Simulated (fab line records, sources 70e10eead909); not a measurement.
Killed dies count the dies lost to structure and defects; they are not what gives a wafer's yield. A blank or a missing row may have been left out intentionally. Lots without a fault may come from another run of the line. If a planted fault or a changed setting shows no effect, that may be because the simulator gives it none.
Chamber matching :: flow nand_harc :: 4 sister chambers for NHARC_A_CHANNEL_HOLE_D1_ETCH_38 on rie_diel-08
The step etches the open film in CF4, target depth 39 nm, time 65 s. 4 wafers are shown with their chamber, then 12 later ones without.

## WAFERS, EACH WITH ITS CHAMBER
wafer: L084.3
chamber: 1
showerhead_plenum_p_Torr (Torr): 1.88

wafer: L084.5
chamber: 0
showerhead_plenum_p_Torr (Torr): 1.83

wafer: L087.4
chamber: 2
showerhead_plenum_p_Torr (Torr): 1.78

wafer: L087.5
chamber: 3
showerhead_plenum_p_Torr (Torr): 1.87

## WAFERS WITH NO CHAMBER GIVEN
wafer: L092.3
showerhead_plenum_p_Torr (Torr): 1.88

wafer: L092.4
showerhead_plenum_p_Torr (Torr): 1.87

wafer: L092.6
showerhead_plenum_p_Torr (Torr): 1.78

wafer: L091.2
showerhead_plenum_p_Torr (Torr): 1.82

wafer: L091.3
showerhead_plenum_p_Torr (Torr): 1.88

wafer: L091.4
showerhead_plenum_p_Torr (Torr): 1.87

wafer: L093.1
showerhead_plenum_p_Torr (Torr): 1.88

wafer: L093.3
showerhead_plenum_p_Torr (Torr): 1.78

wafer: L093.6
showerhead_plenum_p_Torr (Torr): 1.88

wafer: L096.1
showerhead_plenum_p_Torr (Torr): 1.87

wafer: L096.3
showerhead_plenum_p_Torr (Torr): 1.78

wafer: L096.5
showerhead_plenum_p_Torr (Torr): 1.78

## WHICH CHAMBER EACH WENT THROUGH
wafer: L092.3
from the rows above: 1
in truth: 1

wafer: L092.4
from the rows above: 3
in truth: 3

wafer: L092.6
from the rows above: 2
in truth: 2

wafer: L091.2
from the rows above: 0
in truth: 0

wafer: L091.3
from the rows above: 1
in truth: 1

wafer: L091.4
from the rows above: 3
in truth: 3

wafer: L093.1
from the rows above: 1
in truth: 1

wafer: L093.3
from the rows above: 2
in truth: 2

wafer: L093.6
from the rows above: 1
in truth: 1

wafer: L096.1
from the rows above: 3
in truth: 3

wafer: L096.3
from the rows above: 2
in truth: 2

wafer: L096.5
from the rows above: 2
in truth: 2
Correct placement for 12 of the 12. Not placeable from these rows: 0. Placed wrongly: 0.
How it was worked out, from the rows above alone: a wafer's distance from a chamber is the root of the sum, over the readings, of the square of ((its reading less the chamber's mean) divided by the reading's scatter). The wafer belongs to the nearest chamber; if the next one is less than 2 further off, it can't be placed. Each chamber's mean is taken over the wafers shown for it. The scatter (one wafer shown for each chamber): square how far every hidden wafer sits from the nearest shown wafer, average those squares and take the square root.
